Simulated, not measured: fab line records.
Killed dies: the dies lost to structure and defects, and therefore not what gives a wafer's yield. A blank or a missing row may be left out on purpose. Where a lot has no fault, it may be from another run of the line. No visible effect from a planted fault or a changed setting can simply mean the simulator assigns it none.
Chamber matching ; flow n5Finfet ; rieDiel-06 running N5_BEOL_M0_ETCH_128: 4 sister chambers
The step etches SiCN in CF4/N2, target depth 12 nm, overetch 5.1 nm, time 21.4 s. 4 wafers are shown with their chamber, then 8 later ones without.

== WAFERS PAIRED WITH THEIR CHAMBERS ==
wafer;chamber;throttleValvePct (%)
L079.5;2;15.67
L080.4;0;15.60
L080.5;1;15.53
L083.2;3;15.36

== WAFERS WITHOUT THEIR CHAMBER ==
wafer;throttleValvePct (%)
L083.3;15.54
L083.5;15.37
L090.4;15.39
L090.5;15.13
L090.6;15.41
L092.1;15.58
L092.2;15.72
L092.3;15.40

== WHICH CHAMBER EACH WENT THROUGH ==
wafer;from the rows above;in truth
L083.3;can't be placed: 1 or 0 or 2 or 3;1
L083.5;can't be placed: 3 or 1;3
L090.4;can't be placed: 3 or 1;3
L090.5;can't be placed: 3 or 1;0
L090.6;can't be placed: 3 or 1 or 0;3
L092.1;can't be placed: 0 or 1 or 2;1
L092.2;can't be placed: 2 or 0 or 1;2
L092.3;can't be placed: 3 or 1 or 0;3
Correct placement for 0 of the 8. Not placeable from these rows: 8 (in 7, the candidates include the true chamber). Placed wrongly: 0.
How it was worked out, from the rows above alone: a wafer's distance from a chamber is the root of the sum, over the readings, of the square of ((its reading less the chamber's mean) divided by the reading's scatter). If the next closest chamber is less than 2 further off than the closest, the wafer can't be placed; otherwise it belongs to the closest. For every chamber, the mean is computed from those of its wafers that are shown. The scatter: with one shown wafer a chamber, the root of the mean of the squares of how far each hidden wafer lies from its nearest shown one.
